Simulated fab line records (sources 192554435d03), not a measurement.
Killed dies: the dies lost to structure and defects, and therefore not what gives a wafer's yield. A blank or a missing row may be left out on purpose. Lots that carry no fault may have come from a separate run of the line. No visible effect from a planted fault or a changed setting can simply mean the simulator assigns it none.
fab line records -- flow n5Finfet -- part 2 of 2: steps 9 to 9 of 9
[record] lots = 7, wafers = 18, lastDay = 19
route steps=1938 shown BEOL_M11@1553 BEOL_M15@1830 PASSIVATION@1936
lots that met no fault: from a run of the same line without faults
startH: the number of hours between the record's first day and the start of the first shown wafer of the lot -- waitH: hours from the lot's prior step to this one -- " identical to the entry in the row above -- L1.1+2: one row covering several wafers at once -- - no value, or no start given -- * or withheld: withheld -- < > ~ a bound
route shown NAME@n: NAME is a module with steps in the file, n the number in the route of the first one -- usual: the fault-free wafers' mean and standard deviation -- same: alike in all rows -- chamber/n: place in a boat -- sites: the reading at each site -- _std_site: standard deviation across them -- _edge_site: outer sites' mean less inner sites' -- radiusMm: for every site, how far away it sits from the centre of the wafer -- mask NAME#n: copy n -- behind: tool/chamber where the wafer was last shaped -- hold: why the lot was held/for how many hours/how that ended -- device: names the non-switching transistor (n, p or np) -- end of line: tests of these same wafers at the route's end -- step lacking rows: just its recipe -- killed: at the first sort, the dies lost to defects and structure; wafer yield is something else -- map: shows each die of a wafer: x if killed, . if not, _ if none is there
set.NAME: the setting that was run; set.NAME@STEP: the one run at that earlier step -- model.NAME: the simulator's own value behind a step, which no gauge read
steps of the route over a sample of lots; a table a step, a row a wafer
services: from which hour (startH, from the record's first day; less than 0 if before it) a tool's chamber was out of use, for how many hours, and why
[[steps]]
[step N5_PASSIVATION_PROBE_49]
[usual] defectLimitedYield = 91.3/1.7, killed_at_M0_to_M3 = 33/9.9, killed_at_M4_up = 14/6.4, killedAtContacts = 12/7, killedAtFrontEnd = 41/13, killedAtOther = 3.1/2.9, killedDies = 103/20, killedOpen = 67/14, killedShort = 34/9.4, sort_bin_5_function = 5.1/1.1, sort_bin_6_memory = 3.2/0.79, sort_bin_8_speed = 0.02/0.15, sortNPass = 1077/21
[same] grossDies = 1180, killedAtBackSide = 0, sort_bin_4_leakage[%] = 0
lot.wafer,tool,chamber,startH,waitH,defectLimitedYield[%],killed_at_M0_to_M3,killed_at_M4_up,killedAtContacts,killedAtFrontEnd,killedAtOther,killedDies,killedOpen,killedShort,sort_bin_5_function[%],sort_bin_6_memory[%],sort_bin_8_speed[%],sortNPass
L476.1,prober-02,-,265.56,0.0,92.0,29,15,11,37,2,94,66,27,5.2,2.6,0,1086
L476.3,prober-02,-,265.66,0.1,90.7,31,16,34,29,0,110,72,37,5.6,3.3,0,1070
L477.1,prober-02,-,270.93,0.0,92.3,32,12,14,32,1,91,70,21,4.5,3.0,0,1089
L477.2,prober-02,-,270.98,0.1,89.9,64,5,7,42,1,119,74,45,5.8,3.9,0,1061
L477.5,prober-02,-,271.13,0.2,93.6,22,12,3,34,4,75,51,24,4.2,2.1,0,1105
L480.1,prober-01,-,291.30,0.0,90.5,45,8,18,40,1,112,64,47,5.4,3.6,0,1068
L480.3,prober-01,-,291.40,0.1,91.9,43,16,7,29,1,96,56,36,4.8,2.9,0.25,1084
L480.6,prober-01,-,291.55,0.3,92.4,35,16,11,28,0,90,56,34,3.6,3.8,0,1090
L483.2,prober-02,-,302.92,0.1,92.8,38,7,3,36,1,85,50,34,3.7,3.1,0,1095
L483.3,prober-02,-,302.97,0.1,92.1,37,9,6,38,3,93,62,31,4.2,3.1,0,1087
L485.1,prober-01,-,319.02,0.0,91.0,30,15,9,51,1,106,75,29,4.8,3.7,0,1074
L485.4,prober-01,-,319.17,0.2,91.9,32,15,3,42,3,95,62,31,4.7,3.1,0.17,1085
L494.1,prober-01,-,402.45,0.0,93.3,34,6,12,24,3,79,51,28,3.1,3.4,0,1101
L494.2,prober-01,-,402.50,0.1,95.2,19,9,6,15,8,57,29,25,3.1,1.5,0,1123
L494.6,prober-01,-,402.70,0.3,93.1,28,9,19,24,1,81,59,20,4.3,2.5,0,1099
L497.2,prober-01,-,467.45,0.1,89.1,25,24,6,73,1,129,89,40,6.7,3.7,0,1051
L497.3,prober-01,-,467.50,0.1,90.3,36,29,7,42,0,114,92,21,6.4,3.1,0,1066
L497.6,prober-01,-,467.65,0.3,89.8,43,19,5,53,0,120,92,28,5.8,4.1,0,1060
// killed by level:class
L476.1 FIN_SAQP:geometricParticle:open=16 BEOL_M3:geometricParticle:open=9 MOL_CONTACT_COAG:geometricParticle:open=8 BEOL_M2:geometricParticle:open=6 BEOL_M4:geometricParticle:open=6 FIN_SAQP:geometricParticle:short=5 BEOL_M0_SAQP:geometricParticle:open=5 STI_FIN_REVEAL:geometricParticle:open=3
L476.3 MOL_CONTACT_COAG:geometricParticle:open=20 MOL_CONTACT_COAG:geometricParticle:short=14 BEOL_M3:geometricParticle:open=11 STI_FIN_REVEAL:geometricParticle:open=6 BEOL_M2:geometricParticle:open=6 FIN_SAQP:geometricParticle:open=5 BEOL_M4:geometricParticle:open=5 GATE_CUT:geometricParticle:short=4
L477.1 BEOL_M0_SAQP:geometricParticle:open=12 MOL_CONTACT_COAG:geometricParticle:open=9 STI_FIN_REVEAL:geometricParticle:open=7 FIN_SAQP:geometricParticle:open=5 MOL_CONTACT_COAG:geometricParticle:short=5 BEOL_M2:geometricParticle:open=5 DUMMY_GATE:geometricParticle:open=4 GATE_CUT:geometricParticle:open=4
L477.2 BEOL_M3:geometricParticle:open=20 FIN_SAQP:geometricParticle:short=14 BEOL_M0_SAQP:geometricParticle:short=13 FIN_SAQP:geometricParticle:open=11 BEOL_M0_SAQP:geometricParticle:open=11 MOL_CONTACT_COAG:geometricParticle:open=6 BEOL_M2:geometricParticle:open=6 BEOL_M3:geometricParticle:short=6
L477.5 FIN_SAQP:geometricParticle:short=7 BEOL_M3:geometricParticle:open=7 FIN_SAQP:geometricParticle:open=6 STI_FIN_REVEAL:geometricParticle:open=6 DUMMY_GATE:geometricParticle:open=5 BEOL_M0_SAQP:geometricParticle:open=5 BEOL_M2:geometricParticle:open=5 BEOL_M0_SAQP:geometricParticle:short=3
L480.1 MOL_CONTACT_COAG:geometricParticle:open=14 BEOL_M0_SAQP:geometricParticle:short=14 BEOL_M3:geometricParticle:open=10 FIN_SAQP:geometricParticle:short=8 STI_FIN_REVEAL:geometricParticle:open=8 BEOL_M0_SAQP:geometricParticle:open=6 BEOL_M2:geometricParticle:short=6 DUMMY_GATE:geometricParticle:open=5
L480.3 BEOL_M0_SAQP:geometricParticle:short=14 BEOL_M0_SAQP:geometricParticle:open=11 MOL_CONTACT_COAG:geometricParticle:open=6 DUMMY_GATE:geometricParticle:open=4 BEOL_M0:geometricParticle:open=4 BEOL_M1:geometricParticle:open=4 BEOL_M1:geometricParticle:short=4 BEOL_M3:geometricParticle:open=4
L480.6 STI_FIN_REVEAL:geometricParticle:open=7 MOL_CONTACT_COAG:geometricParticle:open=6 BEOL_M0_SAQP:geometricParticle:open=6 BEOL_M1:geometricParticle:short=6 STARTING-WAFER:geometricParticle:open=6 MOL_CONTACT_COAG:geometricParticle:short=5 BEOL_M2:geometricParticle:open=5 FIN_SAQP:geometricParticle:short=4
L483.2 FIN_SAQP:geometricParticle:short=12 BEOL_M1:geometricParticle:open=10 BEOL_M3:geometricParticle:open=8 FIN_SAQP:geometricParticle:open=6 STI_FIN_REVEAL:geometricParticle:open=6 BEOL_M0_SAQP:geometricParticle:short=5 BEOL_M0_SAQP:geometricParticle:open=4 MOL_CONTACT_COAG:geometricParticle:open=3
L483.3 STI_FIN_REVEAL:geometricParticle:open=8 DUMMY_GATE:geometricParticle:open=7 GATE_CUT:geometricParticle:short=7 BEOL_M3:geometricParticle:open=7 BEOL_M1:geometricParticle:open=7 BEOL_M2:geometricParticle:open=6 BEOL_M0_SAQP:geometricParticle:open=5 FIN_SAQP:geometricParticle:short=4
L485.1 FIN_SAQP:geometricParticle:short=16 FIN_SAQP:geometricParticle:open=15 BEOL_M1:geometricParticle:open=11 MOL_CONTACT_COAG:geometricParticle:open=7 DUMMY_GATE:geometricParticle:open=4 STARTING-WAFER:geometricParticle:open=4 BEOL_M0_SAQP:geometricParticle:open=4 BEOL_M0:geometricParticle:open=4
L485.4 FIN_SAQP:geometricParticle:open=16 FIN_SAQP:geometricParticle:short=12 BEOL_M2:geometricParticle:open=7 BEOL_M3:geometricParticle:open=7 BEOL_M0_SAQP:geometricParticle:open=6 BEOL_M4:geometricParticle:open=4 GATE_CUT:geometricParticle:short=3 MOL_CONTACT_COAG:geometricParticle:open=3
L494.1 MOL_CONTACT_COAG:geometricParticle:open=9 GATE_CUT:geometricParticle:short=6 BEOL_M0_SAQP:geometricParticle:open=6 BEOL_M3:geometricParticle:open=6 BEOL_M0_SAQP:geometricParticle:short=5 DUMMY_GATE:geometricParticle:open=4 GATE_CUT:geometricParticle:open=4 BEOL_M0:geometricParticle:open=4
L494.2 MIM_TOP_ETCH:geometricParticle:short=6 FIN_SAQP:geometricParticle:short=5 MOL_CONTACT_COAG:geometricParticle:open=5 BEOL_M0_SAQP:geometricParticle:short=5 BEOL_M2:geometricParticle:open=4 FIN_SAQP:geometricParticle:open=3 BEOL_M3:geometricParticle:open=3 FIN_CUT:geometricParticle:open=2
L494.6 MOL_CONTACT_COAG:geometricParticle:open=17 BEOL_M3:geometricParticle:open=7 BEOL_M0_SAQP:geometricParticle:short=5 DUMMY_GATE:geometricParticle:open=4 GATE_CUT:geometricParticle:short=4 BEOL_M0_SAQP:geometricParticle:open=4 BEOL_M2:geometricParticle:open=4 BEOL_M0:geometricParticle:open=3
L497.2 STI_FIN_REVEAL:geometricParticle:open=42 BEOL_M4:geometricParticle:open=12 STI_FIN_REVEAL:geometricParticle:short=7 GATE_CUT:geometricParticle:short=7 MOL_CONTACT_COAG:geometricParticle:open=6 BEOL_M1:geometricParticle:open=6 BEOL_M4:geometricParticle:short=6 BEOL_M5:geometricParticle:open=6
L497.3 STI_FIN_REVEAL:geometricParticle:open=24 BEOL_M3:geometricParticle:open=10 BEOL_M4:geometricParticle:open=10 BEOL_M5:geometricParticle:open=9 BEOL_M1:geometricParticle:open=7 MOL_CONTACT_COAG:geometricParticle:open=5 BEOL_M3:geometricParticle:short=5 BEOL_M6:geometricParticle:open=5
L497.6 STI_FIN_REVEAL:geometricParticle:open=31 BEOL_M0_SAQP:geometricParticle:open=14 BEOL_M4:geometricParticle:open=11 BEOL_M3:geometricParticle:open=10 BEOL_M0_SAQP:geometricParticle:short=8 STI_FIN_REVEAL:geometricParticle:short=4 BEOL_M3:geometricParticle:short=4 BEOL_M5:geometricParticle:open=4
[[services]]
tool,chamber,startH,hours,kind
rieDiel-06,3,235.37,2.3,repair
rieDiel-06,0,244.91,-,clean
rieDiel-06,0,244.91,-,consumableReplace:focusRing
rieDiel-06,0,244.91,17.9,scheduledDown
rieDiel-06,0,244.91,17.9,ventCycle
rieDiel-06,1,295.74,3.9,repair
rieDiel-06,1,303.97,8.4,repair
rieDiel-06,0,337.93,3.2,repair
rieDiel-04,3,342.35,3.4,repair
rieDiel-02,0,344.87,-,clean
rieDiel-02,0,344.87,-,consumableReplace:focusRing
rieDiel-02,0,344.87,15.9,scheduledDown
rieDiel-02,0,344.87,15.9,ventCycle
rieDiel-02,3,347.28,2.8,repair
rieDiel-04,0,359.94,1.7,repair
rieDiel-04,3,395.94,23.0,repair
rieDiel-04,-,403.75,0.9,repair
rieDiel-04,0,409.11,3.8,repair
rieDiel-04,-,413.19,2.8,pm
